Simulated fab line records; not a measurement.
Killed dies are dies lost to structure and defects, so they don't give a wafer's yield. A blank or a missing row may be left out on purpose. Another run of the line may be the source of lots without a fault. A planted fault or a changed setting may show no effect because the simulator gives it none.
2 desks, one fault + flow nand harc + only its own numbers are on each desk; what lay behind them is given at the end

AT THE METROLOGY DESK
What the gauges read, lot by lot, whatever tool the lot ran on: means of the sampled wafers that have a number. A lot is out of limits, marked OUT, if its mean lies more than 4 standard deviations from the usual mean; the brackets give that distance.
Columns: A = cd nm at NHARC_P_GATE_CD_MEAS_33, usual 120.5 nm
| lot  | first seen here | A     |
|------|-----------------|-------|
| L747 | day 5 00:56     | 120.7 |
| L749 | day 5 19:20     | 119.9 |
| L751 | day 6 18:02     | 121.6 |
| L754 | day 8 03:03     | 122.6 |
| L755 | day 8 11:11     | 121.1 |
| L756 | day 9 01:56     | 119.3 |
| L758 | day 10 04:05    | 121.3 |
| L759 | day 10 04:52    | 121.7 |
| L767 | day 13 13:30    | 119.6 |
| L768 | day 14 03:05    | 120.7 |
| L769 | day 14 11:21    | 120.0 |
| L770 | day 14 14:54    | 119.1 |
Result from this desk: across the 12 lots, nothing is out of limits.

DESK OF THE TOOL OWNER: implanter-02
The tool's own readings at NHARC_P_GATE_IMPLANT_62: means of the sampled wafers that have a number, for each lot that ran on this tool. A lot is out of limits, marked OUT, if its mean lies more than 4 standard deviations from the usual mean; the brackets give that distance.
Columns: A = beam energy keV at NHARC_P_GATE_IMPLANT_62, usual 20.000; B = beam on s at NHARC_P_GATE_IMPLANT_62, usual 31 s
| lot  | first seen here | A      | B  |
|------|-----------------|--------|----|
| L747 | day 5 14:10     | 20.001 | 33 |
| L754 | day 8 18:20     | 20.009 | 34 |
| L755 | day 9 00:08     | 20.003 | 33 |
| L768 | day 14 16:13    | 20.005 | 34 |
| L769 | day 15 00:49    | 19.996 | 34 |
| L770 | day 15 04:07    | 19.996 | 34 |
Result from this desk: across the 6 lots, nothing is out of limits.

PUT TOGETHER
From the metrology desk's view, nothing was out of limits.
The tool owner's desk saw nothing out of limits.

WHAT HAD BEEN PUT IN BY THE SIMULATOR
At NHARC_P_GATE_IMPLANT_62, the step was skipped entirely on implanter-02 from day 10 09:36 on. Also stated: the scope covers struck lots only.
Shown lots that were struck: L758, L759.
